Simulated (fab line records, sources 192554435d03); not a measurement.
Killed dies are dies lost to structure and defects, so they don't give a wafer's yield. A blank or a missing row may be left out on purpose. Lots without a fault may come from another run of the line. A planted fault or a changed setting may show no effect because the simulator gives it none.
Split-lot experiment | flow n5_finfet | 7 lots, 21 wafers read, on a route of 1938 steps

THE SPLIT
At N5_BEOL_M5_EXPOSE_25 (exposes mask V4, defocus 10 nm), the setting dose_mj was moved away from the recipe's 52.75 on 8 of the 21 wafers read, by -4.6% to +6.6%. The other wafers ran this setting at the recipe's value.

FROM THE SPLIT TO THE READING: what the file shows between them, 2 steps
- N5_BEOL_M5_PEB_26: peb time 60 s
- N5_BEOL_M5_DEVELOP_27: develop time 30 s

THE READING
cd_nm, in nm, at N5_BEOL_M5_CD_MEAS_28 (target cd 30.6 nm, target cd y 20 nm). Fault-free wafers of this fab line usually give 30.52 nm, standard deviation 0.25 nm.

wafer  | tool, chamber at the split | dose_mj as run | against the recipe | cd_nm, nm | against lot-mates on the recipe
L074.1 | euv_scanner-02, 0          | 50.33          | -4.6%              | 29.30     | -1.33
L074.3 | euv_scanner-02, 0          | 50.33          | -4.6%              | 29.66     | -0.97
L074.6 | euv_scanner-02, 0          | 52.75          | recipe             | 30.63     | -
L078.1 | euv_scanner-01, 0          | 56.25          | +6.6%              | 32.02     | +1.82
L078.2 | euv_scanner-01, 0          | 52.75          | recipe             | 30.00     | -
L078.5 | euv_scanner-01, 0          | 52.75          | recipe             | 30.41     | -
L081.1 | euv_scanner-02, 0          | 52.75          | recipe             | 30.44     | -
L081.2 | euv_scanner-02, 0          | 52.75          | recipe             | 30.97     | -
L081.5 | euv_scanner-02, 0          | 52.75          | recipe             | 30.71     | -
L090.1 | euv_scanner-01, 0          | 52.75          | recipe             | 30.52     | -
L090.2 | euv_scanner-01, 0          | 52.75          | recipe             | 31.10     | -
L090.3 | euv_scanner-01, 0          | 52.75          | recipe             | 30.63     | -
L088.1 | euv_scanner-01, 0          | 55.44          | +5.1%              | 31.75     | +1.29
L088.3 | euv_scanner-01, 0          | 55.44          | +5.1%              | 31.52     | +1.06
L088.6 | euv_scanner-01, 0          | 52.75          | recipe             | 30.46     | -
L097.1 | euv_scanner-02, 0          | 52.75          | recipe             | 30.15     | -
L097.5 | euv_scanner-02, 0          | 52.75          | recipe             | 30.56     | -
L097.6 | euv_scanner-02, 0          | 52.75          | recipe             | 30.49     | -
L096.1 | euv_scanner-01, 0          | 51.19          | -3.0%              | 29.24     | no lot-mate on the recipe
L096.2 | euv_scanner-01, 0          | 51.19          | -3.0%              | 29.66     | no lot-mate on the recipe
L096.4 | euv_scanner-01, 0          | 51.19          | -3.0%              | 29.79     | no lot-mate on the recipe

THE FIT
A straight line over all 21 wafers: cd_nm changes by +0.239 nm for each +1% of dose_mj; r = +0.93; the points scatter about the line by 0.28 nm.
The same after taking each lot's own level away (the mean of its wafers on the recipe; 18 wafers): +0.25 nm for each +1%; r = +0.96; scatter 0.2 nm.
On that fit, the largest move of dose_mj shifts the reading by 1.7 nm.
The lots' own levels span 30.205 to 30.750 nm, that is 2.2 times the standard deviation above.
So the lot-to-lot level changes the slope little: the two slopes agree.
Check: with one of the wafers moved furthest among these (+6.6%) left out of the fit, the line predicts +1.58 nm for it against its lot-mates. It came out at +1.82 nm against them.

OTHER SPLITS ON THESE WAFERS
These wafers also went through other splits before the reading. Each is held against what the fit with the lots' levels taken away leaves over:
other split on the same wafers | wafers away from the commonest value | r with cd_nm (lot level and that fit taken away)
N5_BEOL_M4_SPUTTER_79 time_s   | 8                                    | -0.04
N5_BEOL_M5_COAT_74 spin_rpm    | 4                                    | +0.08

THE FILE'S OWN FIT
cd_nm changes by +0.257 nm for each +1% of dose_mj, r = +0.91.
